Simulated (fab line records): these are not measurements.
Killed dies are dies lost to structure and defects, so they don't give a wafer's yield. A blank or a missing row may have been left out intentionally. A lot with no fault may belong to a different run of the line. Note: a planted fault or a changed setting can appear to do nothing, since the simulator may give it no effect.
fab line records	flow n5Finfet
record: lots: 7	wafers: 21	lastDay: 17
route steps=1938 shown BEOL_M5@1171 PASSIVATION@1936
lots that met no fault: taken from a fault-free run of the same line
startH: the number of hours between the record's first day and the start of the first shown wafer of the lot	waitH: hours since the lot's step before	" the same as in the row above	L1.1+2: a row that stands for several wafers	- no value present, or no start provided	* or withheld: withheld	< > ~ a bound
route shown NAME@n: a module of which the file shows steps, and the number in the route of the first	usual: mean/standard deviation of fault-free wafers	same: alike in all rows	chamber/n: place in a boat	sites: readings site by site	_std_site: their standard deviation	_edge_site: inner sites' mean taken away from outer sites' mean	radiusMm: for every site, how far away it sits from the centre of the wafer	mask NAME#n: copy n	behind: tool/chamber where the wafer was last shaped	hold: the reason the lot was held/the length of the hold in hours/how it ended	device: the transistor (n, p or np) that didn't switch	end of line: tests run on the same wafers once the route is complete	step lacking rows: just its recipe	killed: the dies lost at the first sort to structure and to defects; this is not the yield of the wafer	map: a wafer's dies, x killed, . not, _ none there
set.NAME: the setting that was run; set.NAME@STEP: the one run at that earlier step	model.NAME: the simulator's own value behind a step, which no gauge read
certain route steps with their lots: each step a table, each wafer a row
services: from which hour (startH, from the record's first day; less than 0 if before it) a tool's chamber was out of use, for how many hours, and why
== steps ==
step: N5_BEOL_M5_PRE_CLEAN_45
recipe: gas: H2/He	timeS: 30	tempC: 250
step: N5_BEOL_M5_ALD_86
recipe: material: TaN	targetThkA: *	tempC: 275	aldPrecursorFamily: PDMAT	aldCoReactant: NH3	pressureTorr: 3	carrierFlowSccm: 1500	pulseTimeS: 2	purgeTimeS: 3	coReactantPurgeTimeS: 2	coReactantPulseTimeS: 3	aldCycles: 30	precursorVesselTempC: 75	precursorVesselPressureTorr: 26.25	precursorVesselCarrierSccm: 1000
usual: heaterPowerW: 414/32
lot.wafer	tool	chamber	startH	waitH	heaterPowerW
L766.3	aldMetal-02	0	173.84	0.3	422
L766.4	"	3	"	"	428
L766.6	"	3	"	"	423
L779.2	aldMetal-02	3	254.73	0.0	425
L779.3	"	0	"	"	418
L779.4	"	1	"	"	358
L781.2	aldMetal-01	2	255.05	0.0	388
L781.5	"	2	"	"	390
L781.6	"	1	"	"	493
L780.2	aldMetal-02	1	278.06	0.0	352
L780.3	"	3	"	"	421
L780.6	"	0	"	"	422
L785.2	aldMetal-03	2	307.57	0.1	416
L785.3	"	1	"	"	415
L785.5	"	2	"	"	427
L786.3	aldMetal-01	2	307.59	0.0	388
L786.4	"	2	"	"	392
L786.5	"	1	"	"	488
L789.4	aldMetal-03	2	317.18	0.2	419
L789.5	"	0	"	"	403
L789.6	"	1	"	"	417
step: N5_BEOL_M5_SURFACE_TREAT_87
recipe: gas: Ar	timeS: *	ionEnergyEv: *	ionCurrentMaCm2: 0.5	pressureMtorr: *	arFlowSccm: 30
usual: throttleValvePct: *
lot.wafer	tool	chamber	startH	waitH	throttleValvePct
L766.3	pvdSputter-02	-	174.12	0.2	*
L766.4	"	-	"	"	*
L766.6	"	-	"	"	*
L779.2	pvdSputter-02	-	255.02	0.2	*
L779.3	"	-	"	"	*
L779.4	"	-	"	"	*
L781.2	pvdSputter-02	-	255.38	0.2	*
L781.5	"	-	"	"	*
L781.6	"	-	"	"	*
L780.2	pvdSputter-02	-	278.35	0.2	*
L780.3	"	-	"	"	*
L780.6	"	-	"	"	*
L785.2	pvdSputter-03	-	307.86	0.2	*
L785.3	"	-	"	"	*
L785.5	"	-	"	"	*
L786.3	pvdSputter-02	-	307.87	0.2	*
L786.4	"	-	"	"	*
L786.5	"	-	"	"	*
L789.4	pvdSputter-02	-	317.37	0.1	*
L789.5	"	-	"	"	*
L789.6	"	-	"	"	*
step: N5_BEOL_M5_CVD_47
recipe: material: Co	targetThkA: 30	tempC: withheld	precursor: CCTBA/H2	pressureTorr: 30	timeS: 216
step: N5_BEOL_M5_SPUTTER_48
recipe: material: Cu	targetThkA: 150	tempC: -20	chamberPressurePa: 0.07	powerW: withheld	timeS: 27.62
usual: chamberPressurePa: 0.06999/0.00013	chuckGasFlowSccm: 1.26/0.047	substrateTempC: -19.99/0.12	throttleValvePct: 30.0/0.97
lot.wafer	tool	chamber	startH	waitH	chamberPressurePa	chuckGasFlowSccm	substrateTempC	throttleValvePct
L766.3	pvdSputter-03	-	174.76	0.3	0.07001	1.27	-19.81	29.7
L766.4	"	-	"	"	0.06989	1.24	-20.02	30.1
L766.6	"	-	"	"	0.06991	1.21	-20.03	30.1
L779.2	pvdSputter-01	-	255.25	0.1	0.06981	1.28	-20.05	30.5
L779.3	"	-	"	"	0.07008	1.23	-19.88	30.6
L779.4	"	-	"	"	0.07016	1.35	-20.01	30.3
L781.2	pvdSputter-02	-	256.06	0.6	0.06987	1.20	-19.96	28.9
L781.5	"	-	"	"	0.06989	1.19	-19.99	30.5
L781.6	"	-	"	"	0.07001	1.22	-20.16	27.8
L780.2	pvdSputter-01	-	278.57	0.1	0.06978	1.25	-19.84	30.4
L780.3	"	-	"	"	0.06988	1.29	-20.05	30.3
L780.6	"	-	"	"	0.07025	1.29	-20.06	30.4
L785.2	pvdSputter-01	-	308.10	0.1	0.06985	1.29	-20.01	29.5
L785.3	"	-	"	"	0.07001	1.20	-20.09	30.8
L785.5	"	-	"	"	0.07001	1.25	-19.92	30.9
L786.3	pvdSputter-02	-	308.13	0.1	0.06995	1.28	-19.95	30.6
L786.4	"	-	"	"	0.07017	1.21	-20.01	29.1
L786.5	"	-	"	"	0.07004	1.15	-19.94	30.4
L789.4	pvdSputter-01	-	317.63	0.1	0.07002	1.33	-19.81	30.4
L789.5	"	-	"	"	0.07004	1.27	-20.09	29.4
L789.6	"	-	"	"	0.07	1.29	-19.98	30.3
step: N5_BEOL_M5_ANNEAL_49
recipe: tempC: 400	timeS: 1800	ambient: vacuum
step: N5_BEOL_M5_SPUTTER_81
recipe: material: Cu	targetThkA: 150	tempC: -20	chamberPressurePa: 0.07	powerW: withheld	timeS: 27.62
step: N5_BEOL_M5_ANNEAL_82
recipe: tempC: 400	timeS: 1800	ambient: vacuum
step: N5_BEOL_M5_SPUTTER_83
recipe: material: Cu	targetThkA: 150	tempC: -20	chamberPressurePa: 0.07	powerW: withheld	timeS: 27.62
step: N5_BEOL_M5_ANNEAL_84
recipe: tempC: 400	timeS: 1800	ambient: vacuum
usual: heaterPowerW: 829/63	susceptor_temp_C_max: 401.0/0.46
lot.wafer	tool	chamber	startH	waitH	heaterPowerW	susceptor_temp_C_max
L766.3	pvdSputter-03	-	177.01	0.0	947	400.6
L766.4	"	-	"	"	915	400.7
L766.6	"	-	"	"	907	400.4
L779.2	pvdSputter-01	-	257.50	0.0	882	401.9
L779.3	"	-	"	"	810	401.3
L779.4	"	-	"	"	806	401.3
L781.2	pvdSputter-02	-	258.32	0.0	876	400.5
L781.5	"	-	"	"	774	401.1
L781.6	"	-	"	"	761	400.6
L780.2	pvdSputter-01	-	280.83	0.0	870	401.2
L780.3	"	-	"	"	804	401.1
L780.6	"	-	"	"	886	401.2
L785.2	pvdSputter-01	-	310.35	0.0	776	400.8
L785.3	"	-	"	"	895	401.2
L785.5	"	-	"	"	812	401.2
L786.3	pvdSputter-02	-	310.38	0.0	772	400.9
L786.4	"	-	"	"	866	400.0
L786.5	"	-	"	"	773	400.8
L789.4	pvdSputter-01	-	319.89	0.0	795	401.2
L789.5	"	-	"	"	787	401.0
L789.6	"	-	"	"	916	401.0
step: N5_BEOL_M5_SPUTTER_88
recipe: material: Cu	targetThkA: 150	tempC: -20	chamberPressurePa: 0.07	powerW: withheld	timeS: 27.62
step: N5_BEOL_M5_ANNEAL_89
recipe: tempC: 400	timeS: 1800	ambient: vacuum
usual: heaterPowerW: 831/64	susceptor_temp_C_max: 401.0/0.47
lot.wafer	tool	chamber	startH	waitH	heaterPowerW	susceptor_temp_C_max
L766.3	pvdSputter-03	-	178.10	0.0	934	400.8
L766.4	"	-	"	"	946	400.9
L766.6	"	-	"	"	922	400.4
L779.2	pvdSputter-01	-	258.59	0.0	875	401.2
L779.3	"	-	"	"	799	401.2
L779.4	"	-	"	"	797	401.2
L781.2	pvdSputter-02	-	259.40	0.0	882	400.6
L781.5	"	-	"	"	749	400.7
L781.6	"	-	"	"	789	400.8
L780.2	pvdSputter-01	-	281.91	0.0	878	401.1
L780.3	"	-	"	"	795	400.8
L780.6	"	-	"	"	888	401.1
L785.2	pvdSputter-01	-	311.44	0.0	785	401.0
L785.3	"	-	"	"	897	401.2
L785.5	"	-	"	"	815	402.0
L786.3	pvdSputter-02	-	311.47	0.0	760	400.4
L786.4	"	-	"	"	869	400.6
L786.5	"	-	"	"	775	400.6
L789.4	pvdSputter-01	-	321.06	0.0	815	400.4
L789.5	"	-	"	"	774	401.2
L789.6	"	-	"	"	869	400.9
step: N5_BEOL_M5_SPUTTER_90
recipe: material: Cu	targetThkA: 45	tempC: -20	chamberPressurePa: 0.07	powerW: withheld	timeS: 8.29
usual: chamberPressurePa: 0.06999/0.00013	chuckGasFlowSccm: 1.26/0.05	substrateTempC: -20.02/0.12	throttleValvePct: 30.0/0.96
lot.wafer	tool	chamber	startH	waitH	chamberPressurePa	chuckGasFlowSccm	substrateTempC	throttleValvePct
L766.3	pvdSputter-03	-	179.10	0.5	0.0702	1.29	-20.19	29.7
L766.4	"	-	"	"	0.07012	1.33	-19.95	30.1
L766.6	"	-	"	"	0.06994	1.17	-19.93	30.1
L779.2	pvdSputter-01	-	259.59	0.5	-	-	-	-
L779.3	"	-	"	"	-	-	-	-
L779.4	"	-	"	"	-	-	-	-
L781.2	pvdSputter-02	-	260.41	0.5	-	-	-	-
L781.5	"	-	"	"	-	-	-	-
L781.6	"	-	"	"	-	-	-	-
L780.2	pvdSputter-01	-	282.92	0.5	-	-	-	-
L780.3	"	-	"	"	-	-	-	-
L780.6	"	-	"	"	-	-	-	-
L785.2	pvdSputter-01	-	312.45	0.5	0.06998	1.29	-20.07	29.5
L785.3	"	-	"	"	0.07007	1.27	-20.00	30.3
L785.5	"	-	"	"	0.06993	1.24	-19.96	30.8
L786.3	pvdSputter-02	-	312.47	0.5	0.06999	1.27	-19.99	30.6
L786.4	"	-	"	"	0.07008	1.23	-20.00	28.9
L786.5	"	-	"	"	0.06994	1.30	-19.99	30.5
L789.4	pvdSputter-01	-	322.15	0.5	0.07004	1.18	-20.19	30.3
L789.5	"	-	"	"	0.07004	1.20	-20.16	29.5
L789.6	"	-	"	"	0.07	1.29	-20.06	30.4
step: N5_BEOL_M5_ECD_50
recipe: material: Cu	targetThkA: 3000
step: N5_PASSIVATION_PROBE_49
usual: defectLimitedYield: 91.1/1.4	killed_at_M0_to_M3: 34/11	killed_at_M4_up: 14/5.7	killedAtContacts: 14/6.9	killedAtFrontEnd: 40/11	killedAtOther: 4/3.1	killedDies: 105/17	killedOpen: 70/13	killedShort: 34/7.6	sort_bin_5_function: 5.3/0.95	sort_bin_6_memory: 3.3/0.64	sort_bin_8_speed: 0.00/0.029	sortNPass: 1075/17	sortYieldPct: 91.1/1.4
same: grossDies: 1180	killedAtBackSide: 0	sort_bin_4_leakage[%]: 0
lot.wafer	tool	chamber	startH	waitH	defectLimitedYield[%]	killed_at_M0_to_M3	killed_at_M4_up	killedAtContacts	killedAtFrontEnd	killedAtOther	killedDies	killedOpen	killedShort	sort_bin_5_function[%]	sort_bin_6_memory[%]	sort_bin_8_speed[%]	sortNPass	sortYieldPct[%]
L766.3	prober-02	-	266.91	0.1	91.1	31	17	10	42	5	105	80	24	5.7	3.0	0	1075	91.1
L766.4	prober-02	-	266.96	0.2	88.8	40	27	16	40	9	132	99	31	7.1	3.9	0	1048	88.8
L766.6	prober-02	-	267.06	0.3	89.6	45	19	6	49	4	123	81	40	6.0	4.1	0	1057	89.6
L779.2	prober-01	-	348.45	0.3	92.3	26	19	8	37	1	91	59	31	4.1	3.1	0	1089	92.3
L779.3	prober-01	-	348.50	0.3	90.5	31	15	9	54	3	112	75	36	6.2	2.9	0	1068	90.5
L779.4	prober-01	-	348.55	0.4	92.0	36	12	18	28	0	94	66	26	3.7	3.9	0	1086	92.0
L781.2	prober-01	-	358.88	0.1	89.7	36	32	11	41	1	121	83	31	5.6	4.5	0	1059	89.7
L781.5	prober-01	-	359.03	0.2	94.1	30	15	3	20	2	70	56	14	4.1	1.8	0	1110	94.1
L781.6	prober-01	-	359.08	0.3	92.1	24	17	9	42	1	93	61	30	4.4	3.5	0	1087	92.1
L780.2	prober-01	-	369.43	0.1	90.0	39	11	10	52	6	118	67	50	5.6	3.9	0	1062	90.0
L780.3	prober-01	-	369.48	0.1	90.9	34	17	1	48	7	107	72	33	4.8	3.9	0	1073	90.9
L780.6	prober-01	-	369.63	0.3	87.2	42	24	16	58	11	151	105	42	7.9	4.3	0	1029	87.2
L785.2	prober-01	-	403.32	0.1	91.9	22	9	15	49	0	95	53	41	4.8	3.1	0.08	1085	91.9
L785.3	prober-01	-	403.37	0.1	92.5	28	16	8	34	2	88	61	24	4.4	2.7	0	1092	92.5
L785.5	prober-01	-	403.47	0.2	90.0	30	13	26	45	4	118	80	38	6.3	3.5	0	1062	90.0
L786.3	prober-02	-	409.73	0.1	88.9	78	11	8	28	6	131	87	43	6.1	4.4	0	1049	88.9
L786.4	prober-02	-	409.78	0.2	92.4	42	13	5	29	1	90	54	33	4.6	3.0	0	1090	92.4
L786.5	prober-02	-	409.83	0.2	89.2	66	10	4	38	9	127	79	47	6.1	4.2	0	1053	89.2
L789.4	prober-02	-	411.10	0.2	91.4	34	21	10	34	2	101	59	40	5.5	2.9	0	1079	91.4
L789.5	prober-02	-	411.15	0.2	90.8	16	18	29	45	0	108	78	28	5.4	3.1	0	1072	90.8
L789.6	prober-02	-	411.20	0.3	91.1	37	17	13	38	0	105	69	36	5.5	2.7	0	1075	91.1
killed by level:class
L766.3 STI_FIN_REVEAL:geometricParticle:open=11 GATE_CUT:geometricParticle:open=11 BEOL_M4:geometricParticle:open=10 BEOL_M0_SAQP:geometricParticle:open=8 MOL_CONTACT_COAG:geometricParticle:open=8 BEOL_M3:geometricParticle:open=7 BEOL_M0_SAQP:geometricParticle:short=6 FIN_SAQP:geometricParticle:open=5
L766.4 BEOL_M4:geometricParticle:open=20 STI_FIN_REVEAL:geometricParticle:open=15 MOL_CONTACT_COAG:geometricParticle:open=12 BEOL_M0_SAQP:geometricParticle:open=11 FIN_SAQP:geometricParticle:open=9 BEOL_M1:geometricParticle:open=9 BEOL_M3:geometricParticle:open=8 BEOL_M0_SAQP:geometricParticle:short=5
L766.6 FIN_SAQP:geometricParticle:open=18 BEOL_M0_SAQP:geometricParticle:short=11 BEOL_M0_SAQP:geometricParticle:open=8 FIN_SAQP:geometricParticle:short=7 MOL_CONTACT_COAG:geometricParticle:open=6 BEOL_M3:geometricParticle:open=6 BEOL_M1:geometricParticle:open=6 BEOL_M2:geometricParticle:open=6
L779.2 STI_FIN_REVEAL:geometricParticle:open=11 BEOL_M0_SAQP:geometricParticle:short=8 MOL_CONTACT_COAG:geometricParticle:open=7 BEOL_M4:geometricParticle:open=6 FIN_SAQP:geometricParticle:short=4 BEOL_M0:geometricParticle:open=4 BEOL_M3:geometricParticle:open=4 FIN_CUT:geometricParticle:open=3
L779.3 STI_FIN_REVEAL:geometricParticle:open=24 BEOL_M0_SAQP:geometricParticle:short=10 MOL_CONTACT_COAG:geometricParticle:open=6 BEOL_M0_SAQP:geometricParticle:open=6 STI_FIN_REVEAL:geometricParticle:short=5 BEOL_M2:geometricParticle:open=5 BEOL_M4:geometricParticle:open=5 FIN_SAQP:geometricParticle:open=4
L779.4 MOL_CONTACT_COAG:geometricParticle:open=13 BEOL_M0_SAQP:geometricParticle:open=9 STI_FIN_REVEAL:geometricParticle:open=8 BEOL_M0_SAQP:geometricParticle:short=7 STARTING-WAFER:geometricParticle:short=6 BEOL_M2:geometricParticle:open=5 MOL_CONTACT_COAG:geometricParticle:short=5 BEOL_M3:geometricParticle:open=5
L781.2 BEOL_M4:geometricParticle:open=14 FIN_SAQP:geometricParticle:open=12 MOL_CONTACT_COAG:geometricParticle:open=11 FIN_SAQP:geometricParticle:short=10 BEOL_M3:geometricParticle:open=9 BEOL_M2:geometricParticle:open=8 BEOL_M0_SAQP:geometricParticle:open=5 BEOL_M0_SAQP:geometricParticle:short=4
L781.5 BEOL_M4:geometricParticle:open=12 BEOL_M1:geometricParticle:open=11 BEOL_M2:geometricParticle:open=7 STI_FIN_REVEAL:geometricParticle:open=5 BEOL_M0_SAQP:geometricParticle:open=4 BEOL_M3:geometricParticle:open=4 MOL_CONTACT_COAG:geometricParticle:open=3 STARTING-WAFER:geometricParticle:short=3
L781.6 BEOL_M4:geometricParticle:open=12 BEOL_M2:geometricParticle:open=11 FIN_SAQP:geometricParticle:short=8 FIN_SAQP:geometricParticle:open=8 MOL_CONTACT_COAG:geometricParticle:open=7 GATE_CUT:geometricParticle:short=6 STI_FIN_REVEAL:geometricParticle:open=5 DUMMY_GATE:geometricParticle:open=4
L780.2 BEOL_M0_SAQP:geometricParticle:short=15 FIN_SAQP:geometricParticle:open=11 BEOL_M0_SAQP:geometricParticle:open=10 FIN_SAQP:geometricParticle:short=9 MOL_CONTACT_COAG:geometricParticle:open=8 STI_FIN_REVEAL:geometricParticle:open=7 ILD0:geometricParticle:short=7 ILD0:geometricParticle:open=6
L780.3 STI_FIN_REVEAL:geometricParticle:open=9 FIN_SAQP:geometricParticle:open=8 BEOL_M0_SAQP:geometricParticle:short=7 FIN_SAQP:geometricParticle:short=6 DUMMY_GATE:geometricParticle:open=6 ILD0:geometricParticle:short=6 BEOL_M0_SAQP:geometricParticle:open=6 BEOL_M1:geometricParticle:short=5
L780.6 MOL_CONTACT_COAG:geometricParticle:open=16 FIN_SAQP:geometricParticle:open=14 BEOL_M0_SAQP:geometricParticle:open=13 STI_FIN_REVEAL:geometricParticle:open=10 DUMMY_GATE:geometricParticle:open=8 BEOL_M3:geometricParticle:open=8 FIN_SAQP:geometricParticle:short=7 PAD_METAL:geometricParticle:short=6
L785.2 STI_FIN_REVEAL:geometricParticle:open=12 MOL_CONTACT_COAG:geometricParticle:open=12 FIN_SAQP:geometricParticle:short=10 BEOL_M0_SAQP:geometricParticle:short=6 STARTING-WAFER:geometricParticle:short=6 FIN_SAQP:geometricParticle:open=5 BEOL_M4:geometricParticle:open=4 DUMMY_GATE:geometricParticle:open=4
L785.3 FIN_SAQP:geometricParticle:open=9 BEOL_M0_SAQP:geometricParticle:short=9 BEOL_M4:geometricParticle:open=9 STI_FIN_REVEAL:geometricParticle:open=6 BEOL_M2:geometricParticle:open=6 MOL_CONTACT_COAG:geometricParticle:open=5 BEOL_M0_SAQP:geometricParticle:open=5 BEOL_M3:geometricParticle:open=5
L785.5 MOL_CONTACT_COAG:geometricParticle:open=20 BEOL_M3:geometricParticle:open=11 FIN_SAQP:geometricParticle:open=9 BEOL_M2:geometricParticle:open=8 STI_FIN_REVEAL:geometricParticle:open=7 GATE_CUT:geometricParticle:short=7 MOL_CONTACT_COAG:geometricParticle:short=6 FIN_SAQP:geometricParticle:short=5
L786.3 BEOL_M0_SAQP:geometricParticle:open=23 BEOL_M0_SAQP:geometricParticle:short=21 BEOL_M1:geometricParticle:open=12 BEOL_M3:geometricParticle:open=10 BEOL_M2:geometricParticle:open=8 MOL_CONTACT_COAG:geometricParticle:open=6 STI_FIN_REVEAL:geometricParticle:open=5 GATE_CUT:geometricParticle:short=5
L786.4 BEOL_M1:geometricParticle:open=12 BEOL_M0_SAQP:geometricParticle:short=11 BEOL_M0_SAQP:geometricParticle:open=10 STI_FIN_REVEAL:geometricParticle:open=5 MOL_CONTACT_COAG:geometricParticle:open=5 STARTING-WAFER:geometricParticle:short=4 BEOL_M0:geometricParticle:open=3 BEOL_M1:geometricParticle:short=3
L786.5 BEOL_M1:geometricParticle:open=19 BEOL_M0_SAQP:geometricParticle:short=15 STI_FIN_REVEAL:geometricParticle:open=13 BEOL_M0_SAQP:geometricParticle:open=10 BEOL_M2:geometricParticle:open=10 FIN_SAQP:geometricParticle:short=6 STI_FIN_REVEAL:geometricParticle:short=5 BEOL_M4:geometricParticle:open=4
L789.4 FIN_SAQP:geometricParticle:open=10 FIN_SAQP:geometricParticle:short=10 MOL_CONTACT_COAG:geometricParticle:open=8 BEOL_M3:geometricParticle:open=7 BEOL_M4:geometricParticle:open=7 BEOL_M1:geometricParticle:short=6 BEOL_M3:geometricParticle:short=6 BEOL_M0_SAQP:geometricParticle:open=5
L789.5 MOL_CONTACT_COAG:geometricParticle:open=24 FIN_SAQP:geometricParticle:open=10 BEOL_M4:geometricParticle:open=10 FIN_SAQP:geometricParticle:short=10 STI_FIN_REVEAL:geometricParticle:open=10 MOL_CONTACT_COAG:geometricParticle:short=5 GATE_CUT:geometricParticle:open=4 BEOL_M0_SAQP:geometricParticle:open=3
L789.6 FIN_SAQP:geometricParticle:open=11 BEOL_M0_SAQP:geometricParticle:short=10 STI_FIN_REVEAL:geometricParticle:open=9 MOL_CONTACT_COAG:geometricParticle:open=9 FIN_SAQP:geometricParticle:short=8 BEOL_M3:geometricParticle:open=8 BEOL_M4:geometricParticle:open=7 BEOL_M1:geometricParticle:open=5
== services ==
tool	chamber	startH	hours	kind
aldMetal-02	-	176.53	1.5	repair
aldMetal-02	0	187.53	3.4	repair
aldMetal-01	0	194.29	26.0	repair
pvdSputter-03	-	235.09	39.9	repair
aldMetal-02	-	238.45	1.0	repair
aldMetal-03	-	244.53	2.8	pm
aldMetal-01	1	248.51	5.8	repair
aldMetal-02	3	269.50	7.0	repair
aldMetal-01	1	273.46	1.7	repair
== key ==
firstSign: step: N5_BEOL_M5_SPUTTER_90	reading: toolRecord	direction: missing
effect none on later readings
metAt N5_BEOL_M5_SPUTTER_90
struckWafers L779.2,L779.3,L779.4,L780.2,L780.3,L780.6,L781.2,L781.5,L781.6
fault: kind: skippedStepWhole	tool: pvdSputter-01,pvdSputter-02	chamber: -	onsetH: 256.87	steps: N5_BEOL_M5_SPUTTER_90	scope: struckLotsOnly
